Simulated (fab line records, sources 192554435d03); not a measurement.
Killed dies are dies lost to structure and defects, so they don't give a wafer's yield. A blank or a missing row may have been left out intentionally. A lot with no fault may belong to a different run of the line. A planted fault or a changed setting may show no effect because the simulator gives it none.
Which tool is to blame? || flow n5 finfet || 24 lots, 72 wafers sampled, at 3 steps of a route of 1938

## WHAT EACH GAUGE READ, for each wafer
N5_BEOL_M7_THK_MEAS_01. Usual: for M7_ILD_THK the level is 155.3 nm and the standard deviation is 2.7.
{"lot": "L074", "measured": "day 9 04:02", "on": "film metro-01", "M7_ILD_THK (nm)": "156.7 158.4 159.2", "flag": ""}
{"lot": "L075", "measured": "day 9 08:40", "on": "film metro-02", "M7_ILD_THK (nm)": "155.7 154.7 156.8", "flag": ""}
{"lot": "L076", "measured": "day 10 10:25", "on": "film metro-01", "M7_ILD_THK (nm)": "155.8 152.9 159.7", "flag": ""}
{"lot": "L078", "measured": "day 10 13:32", "on": "film metro-01", "M7_ILD_THK (nm)": "157.6 154.7 157.2", "flag": ""}
{"lot": "L081", "measured": "day 10 15:55", "on": "film metro-01", "M7_ILD_THK (nm)": "153.2 152.4 156.7", "flag": ""}
{"lot": "L079", "measured": "day 10 21:19", "on": "film metro-01", "M7_ILD_THK (nm)": "154.3 154.8 157.3", "flag": ""}
{"lot": "L080", "measured": "day 11 01:52", "on": "film metro-02", "M7_ILD_THK (nm)": "157.1 155.0 160.7", "flag": ""}
{"lot": "L077", "measured": "day 11 02:21", "on": "film metro-01", "M7_ILD_THK (nm)": "148.9 154.3 156.1", "flag": ""}
{"lot": "L082", "measured": "day 11 06:57", "on": "film metro-02", "M7_ILD_THK (nm)": "154.8 151.2 156.2", "flag": ""}
{"lot": "L083", "measured": "day 11 07:44", "on": "film metro-02", "M7_ILD_THK (nm)": "157.1 155.4 157.3", "flag": ""}
{"lot": "L084", "measured": "day 11 12:45", "on": "film metro-02", "M7_ILD_THK (nm)": "158.9 157.2 158.1", "flag": ""}
{"lot": "L085", "measured": "day 12 00:44", "on": "film metro-01", "M7_ILD_THK (nm)": "154.5 156.6 161.3", "flag": ""}
{"lot": "L086", "measured": "day 12 10:40", "on": "film metro-01", "M7_ILD_THK (nm)": "151.7 155.9 153.9", "flag": ""}
{"lot": "L087", "measured": "day 12 11:11", "on": "film metro-02", "M7_ILD_THK (nm)": "155.3 153.3 156.0", "flag": ""}
{"lot": "L088", "measured": "day 13 01:34", "on": "film metro-02", "M7_ILD_THK (nm)": "150.5 153.6 151.8", "flag": ""}
{"lot": "L091", "measured": "day 13 06:31", "on": "film metro-02", "M7_ILD_THK (nm)": "155.9 157.6 159.9", "flag": ""}
{"lot": "L089", "measured": "day 13 07:29", "on": "film metro-01", "M7_ILD_THK (nm)": "153.7 158.8 157.7", "flag": ""}
{"lot": "L090", "measured": "day 13 17:50", "on": "film metro-02", "M7_ILD_THK (nm)": "157.0 152.2 157.0", "flag": ""}
{"lot": "L093", "measured": "day 13 18:20", "on": "film metro-01", "M7_ILD_THK (nm)": "151.0 158.4 154.1", "flag": ""}
{"lot": "L092", "measured": "day 13 22:49", "on": "film metro-01", "M7_ILD_THK (nm)": "155.2 153.2 153.3", "flag": ""}
{"lot": "L094", "measured": "day 14 00:39", "on": "film metro-01", "M7_ILD_THK (nm)": "155.8 157.2 157.3", "flag": ""}
{"lot": "L095", "measured": "day 14 22:32", "on": "film metro-01", "M7_ILD_THK (nm)": "151.1 152.7 154.7", "flag": ""}
{"lot": "L097", "measured": "day 15 03:55", "on": "film metro-02", "M7_ILD_THK (nm)": "154.7 152.7 154.4", "flag": ""}
{"lot": "L096", "measured": "day 15 04:09", "on": "film metro-01", "M7_ILD_THK (nm)": "155.6 154.9 156.7", "flag": ""}

## WHAT TOOL EACH LOT RAN ON (gives the tool, then ch and the chambers of the sampled wafers, and finally the start)
{"lot": "L074", "N5_BEOL_M6_ALD_77": "ald metal-01 ch 1,3, day 9 01:29", "N5_BEOL_M6_CMP_52": "cmp-03 ch 0,2,3, day 9 03:00"}
{"lot": "L075", "N5_BEOL_M6_ALD_77": "ald metal-04 ch 0,2,3, day 9 04:59", "N5_BEOL_M6_CMP_52": "cmp-02 ch 1,2,3, day 9 07:39"}
{"lot": "L076", "N5_BEOL_M6_ALD_77": "ald metal-02 ch 0,2, day 10 07:10", "N5_BEOL_M6_CMP_52": "cmp-01 ch 0,1,2, day 10 09:19"}
{"lot": "L078", "N5_BEOL_M6_ALD_77": "ald metal-01 ch 0,1,2, day 10 08:57", "N5_BEOL_M6_CMP_52": "cmp-03 ch 1,3, day 10 12:26"}
{"lot": "L081", "N5_BEOL_M6_ALD_77": "ald metal-04 ch 0,2,3, day 10 13:19", "N5_BEOL_M6_CMP_52": "cmp-01 ch 0,1,2, day 10 14:52"}
{"lot": "L079", "N5_BEOL_M6_ALD_77": "ald metal-02 ch 0,1, day 10 19:10", "N5_BEOL_M6_CMP_52": "cmp-01 ch 0,1, day 10 20:16"}
{"lot": "L080", "N5_BEOL_M6_ALD_77": "ald metal-04 ch 0,2,3, day 10 23:32", "N5_BEOL_M6_CMP_52": "cmp-03 ch 0,2,3, day 11 00:53"}
{"lot": "L077", "N5_BEOL_M6_ALD_77": "ald metal-02 ch 0,3, day 10 23:47", "N5_BEOL_M6_CMP_52": "cmp-03 ch 0,1, day 11 01:06"}
{"lot": "L082", "N5_BEOL_M6_ALD_77": "ald metal-01 ch 0,1,3, day 11 04:38", "N5_BEOL_M6_CMP_52": "cmp-02 ch 0,1,3, day 11 05:53"}
{"lot": "L083", "N5_BEOL_M6_ALD_77": "ald metal-02 ch 2,3, day 11 05:01", "N5_BEOL_M6_CMP_52": "cmp-02 ch 0,1,2, day 11 06:14"}
{"lot": "L084", "N5_BEOL_M6_ALD_77": "ald metal-01 ch 0,1,2, day 11 09:45", "N5_BEOL_M6_CMP_52": "cmp-03 ch 1,2, day 11 10:54"}
{"lot": "L085", "N5_BEOL_M6_ALD_77": "ald metal-01 ch 0,1, day 11 22:17", "N5_BEOL_M6_CMP_52": "cmp-02 ch 0,1,2, day 11 23:42"}
{"lot": "L086", "N5_BEOL_M6_ALD_77": "ald metal-04 ch 0,2,3, day 12 08:16", "N5_BEOL_M6_CMP_52": "cmp-03 ch 0,2,3, day 12 09:40"}
{"lot": "L087", "N5_BEOL_M6_ALD_77": "ald metal-04 ch 0,1,2, day 12 08:42", "N5_BEOL_M6_CMP_52": "cmp-01 ch 0,1,2, day 12 09:58"}
{"lot": "L088", "N5_BEOL_M6_ALD_77": "ald metal-01 ch 0,2, day 12 22:43", "N5_BEOL_M6_CMP_52": "cmp-03 ch 1,2, day 13 00:32"}
{"lot": "L091", "N5_BEOL_M6_ALD_77": "ald metal-02 ch 1,2,3, day 13 02:45", "N5_BEOL_M6_CMP_52": "cmp-02 ch 1,3, day 13 05:29"}
{"lot": "L089", "N5_BEOL_M6_ALD_77": "ald metal-04 ch 0,2,3, day 13 05:14", "N5_BEOL_M6_CMP_52": "cmp-02 ch 2,3, day 13 06:25"}
{"lot": "L090", "N5_BEOL_M6_ALD_77": "ald metal-02 ch 0,1,3, day 13 15:17", "N5_BEOL_M6_CMP_52": "cmp-03 ch 2,3, day 13 16:46"}
{"lot": "L093", "N5_BEOL_M6_ALD_77": "ald metal-04 ch 1,2,3, day 13 15:52", "N5_BEOL_M6_CMP_52": "cmp-02 ch 1,2, day 13 17:17"}
{"lot": "L092", "N5_BEOL_M6_ALD_77": "ald metal-02 ch 1,2, day 13 20:10", "N5_BEOL_M6_CMP_52": "cmp-01 ch 0,1,2, day 13 21:28"}
{"lot": "L094", "N5_BEOL_M6_ALD_77": "ald metal-04 ch 2,3, day 13 22:13", "N5_BEOL_M6_CMP_52": "cmp-01 ch 0,2,3, day 13 23:35"}
{"lot": "L095", "N5_BEOL_M6_ALD_77": "ald metal-02 ch 1,2,3, day 14 18:34", "N5_BEOL_M6_CMP_52": "cmp-01 ch 2,3, day 14 21:28"}
{"lot": "L097", "N5_BEOL_M6_ALD_77": "ald metal-01 ch 0,1,2, day 15 00:04", "N5_BEOL_M6_CMP_52": "cmp-01 ch 0,1,3, day 15 02:51"}
{"lot": "L096", "N5_BEOL_M6_ALD_77": "ald metal-02 ch 2,3, day 15 01:50", "N5_BEOL_M6_CMP_52": "cmp-01 ch 1,2,3, day 15 03:09"}
- N5_BEOL_M6_ALD_77: deposits TaN, target thk 2 nm, pulse time 2 s, purge time 3 s.
- N5_BEOL_M6_CMP_52: polishes, stops on SiCOH lowk, t overpolish 6.9 s, target thk 80 nm.

## WHAT THE TOOLS THEMSELVES READ (means of the sampled wafers that have a number; where no wafer has one, the mark that the record gives instead)
N5_BEOL_M6_ALD_77. Usual: heater power w at 411 W, with a standard deviation of 56.
{"lot": "L074", "tool": "ald metal-01", "heater power w (W)": 388, "flag": ""}
{"lot": "L075", "tool": "ald metal-04", "heater power w (W)": 454, "flag": ""}
{"lot": "L076", "tool": "ald metal-02", "heater power w (W)": 431, "flag": ""}
{"lot": "L078", "tool": "ald metal-01", "heater power w (W)": 434, "flag": ""}
{"lot": "L081", "tool": "ald metal-04", "heater power w (W)": 442, "flag": ""}
{"lot": "L079", "tool": "ald metal-02", "heater power w (W)": 385, "flag": ""}
{"lot": "L080", "tool": "ald metal-04", "heater power w (W)": 450, "flag": ""}
{"lot": "L077", "tool": "ald metal-02", "heater power w (W)": 368, "flag": ""}
{"lot": "L082", "tool": "ald metal-01", "heater power w (W)": 440, "flag": ""}
{"lot": "L083", "tool": "ald metal-02", "heater power w (W)": 389, "flag": ""}
{"lot": "L084", "tool": "ald metal-01", "heater power w (W)": 431, "flag": ""}
{"lot": "L085", "tool": "ald metal-01", "heater power w (W)": 457, "flag": ""}
{"lot": "L086", "tool": "ald metal-04", "heater power w (W)": 450, "flag": ""}
{"lot": "L087", "tool": "ald metal-04", "heater power w (W)": 415, "flag": ""}
{"lot": "L088", "tool": "ald metal-01", "heater power w (W)": 392, "flag": ""}
{"lot": "L091", "tool": "ald metal-02", "heater power w (W)": 394, "flag": ""}
{"lot": "L089", "tool": "ald metal-04", "heater power w (W)": 442, "flag": ""}
{"lot": "L090", "tool": "ald metal-02", "heater power w (W)": 365, "flag": ""}
{"lot": "L093", "tool": "ald metal-04", "heater power w (W)": 419, "flag": ""}
{"lot": "L092", "tool": "ald metal-02", "heater power w (W)": 438, "flag": ""}
{"lot": "L094", "tool": "ald metal-04", "heater power w (W)": 454, "flag": ""}
{"lot": "L095", "tool": "ald metal-02", "heater power w (W)": 398, "flag": ""}
{"lot": "L097", "tool": "ald metal-01", "heater power w (W)": 430, "flag": ""}
{"lot": "L096", "tool": "ald metal-02", "heater power w (W)": 378, "flag": ""}

N5_BEOL_M6_CMP_52. Usual: barrier field endpoint s 29.0 s, standard deviation 0.86; motor current A 6.1 A, standard deviation 0.73; overpolish run s 6.901 s, standard deviation 0.0097; time to endpoint s 63 s, standard deviation 3.6.
{"lot": "L074", "tool": "cmp-03", "barrier field endpoint s (s)": 29.8, "motor current A (A)": 6.8, "overpolish run s (s)": 6.897, "time to endpoint s (s)": 65, "flag": ""}
{"lot": "L075", "tool": "cmp-02", "barrier field endpoint s (s)": 28.7, "motor current A (A)": 6.5, "overpolish run s (s)": 6.899, "time to endpoint s (s)": 59, "flag": ""}
{"lot": "L076", "tool": "cmp-01", "barrier field endpoint s (s)": 27.8, "motor current A (A)": 5.8, "overpolish run s (s)": 6.911, "time to endpoint s (s)": 60, "flag": ""}
{"lot": "L078", "tool": "cmp-03", "barrier field endpoint s (s)": 29.1, "motor current A (A)": 5.7, "overpolish run s (s)": 6.901, "time to endpoint s (s)": 67, "flag": ""}
{"lot": "L081", "tool": "cmp-01", "barrier field endpoint s (s)": 28.7, "motor current A (A)": 5.6, "overpolish run s (s)": 6.908, "time to endpoint s (s)": 62, "flag": ""}
{"lot": "L079", "tool": "cmp-01", "barrier field endpoint s (s)": 28.3, "motor current A (A)": 6.2, "overpolish run s (s)": 6.894, "time to endpoint s (s)": 58, "flag": ""}
{"lot": "L080", "tool": "cmp-03", "barrier field endpoint s (s)": 29.2, "motor current A (A)": 6.7, "overpolish run s (s)": 6.903, "time to endpoint s (s)": 64, "flag": ""}
{"lot": "L077", "tool": "cmp-03", "barrier field endpoint s (s)": 27.8, "motor current A (A)": 5.4, "overpolish run s (s)": 6.892, "time to endpoint s (s)": 61, "flag": ""}
{"lot": "L082", "tool": "cmp-02", "barrier field endpoint s (s)": 28.6, "motor current A (A)": 6.7, "overpolish run s (s)": 6.904, "time to endpoint s (s)": 65, "flag": ""}
{"lot": "L083", "tool": "cmp-02", "barrier field endpoint s (s)": 29.8, "motor current A (A)": 6.4, "overpolish run s (s)": 6.903, "time to endpoint s (s)": 65, "flag": ""}
{"lot": "L084", "tool": "cmp-03", "barrier field endpoint s (s)": 29.2, "motor current A (A)": 5.8, "overpolish run s (s)": 6.901, "time to endpoint s (s)": 66, "flag": ""}
{"lot": "L085", "tool": "cmp-02", "barrier field endpoint s (s)": 28.9, "motor current A (A)": 6.5, "overpolish run s (s)": 6.904, "time to endpoint s (s)": 62, "flag": ""}
{"lot": "L086", "tool": "cmp-03", "barrier field endpoint s (s)": 29.7, "motor current A (A)": 6.7, "overpolish run s (s)": 6.915, "time to endpoint s (s)": 64, "flag": ""}
{"lot": "L087", "tool": "cmp-01", "barrier field endpoint s (s)": 29.3, "motor current A (A)": 5.6, "overpolish run s (s)": 6.910, "time to endpoint s (s)": 63, "flag": ""}
{"lot": "L088", "tool": "cmp-03", "barrier field endpoint s (s)": 29.1, "motor current A (A)": 5.8, "overpolish run s (s)": 6.899, "time to endpoint s (s)": 64, "flag": ""}
{"lot": "L091", "tool": "cmp-02", "barrier field endpoint s (s)": 28.8, "motor current A (A)": 6.6, "overpolish run s (s)": 6.892, "time to endpoint s (s)": 60, "flag": ""}
{"lot": "L089", "tool": "cmp-02", "barrier field endpoint s (s)": 29.4, "motor current A (A)": 6.0, "overpolish run s (s)": 6.895, "time to endpoint s (s)": 59, "flag": ""}
{"lot": "L090", "tool": "cmp-03", "barrier field endpoint s (s)": 30.0, "motor current A (A)": 6.4, "overpolish run s (s)": 6.896, "time to endpoint s (s)": 66, "flag": ""}
{"lot": "L093", "tool": "cmp-02", "barrier field endpoint s (s)": 28.9, "motor current A (A)": 7.0, "overpolish run s (s)": 6.898, "time to endpoint s (s)": 62, "flag": ""}
{"lot": "L092", "tool": "cmp-01", "barrier field endpoint s (s)": 28.4, "motor current A (A)": 5.7, "overpolish run s (s)": 6.883, "time to endpoint s (s)": 64, "flag": ""}
{"lot": "L094", "tool": "cmp-01", "barrier field endpoint s (s)": 29.9, "motor current A (A)": 5.5, "overpolish run s (s)": 6.910, "time to endpoint s (s)": 63, "flag": ""}
{"lot": "L095", "tool": "cmp-01", "barrier field endpoint s (s)": 29.8, "motor current A (A)": 5.5, "overpolish run s (s)": 6.897, "time to endpoint s (s)": 68, "flag": ""}
{"lot": "L097", "tool": "cmp-01", "barrier field endpoint s (s)": 28.4, "motor current A (A)": 6.1, "overpolish run s (s)": 6.904, "time to endpoint s (s)": 59, "flag": ""}
{"lot": "L096", "tool": "cmp-01", "barrier field endpoint s (s)": 29.0, "motor current A (A)": 5.4, "overpolish run s (s)": 6.909, "time to endpoint s (s)": 64, "flag": ""}

## THE ANSWER, worked out from the rows above alone
Rule: take the mean of a lot's wafers that have a number; if it is more than 3 standard deviations from the usual mean, the lot is off. A lot without any number at a reading at which 4 lots or more have one is off too. Where the step has rows for the other lots, those lots are counted as sound. Order of review: gauges by route order, followed by the tools' own readings, for which a lot's mean as printed above is used. The first step at which some lot is off is used, and at that step the reading that is off furthest; a lot without a number counts as furthest.
No lot is off at any reading shown: from this, nothing can be told.

## WHAT THE SIMULATOR HAD PUT IN
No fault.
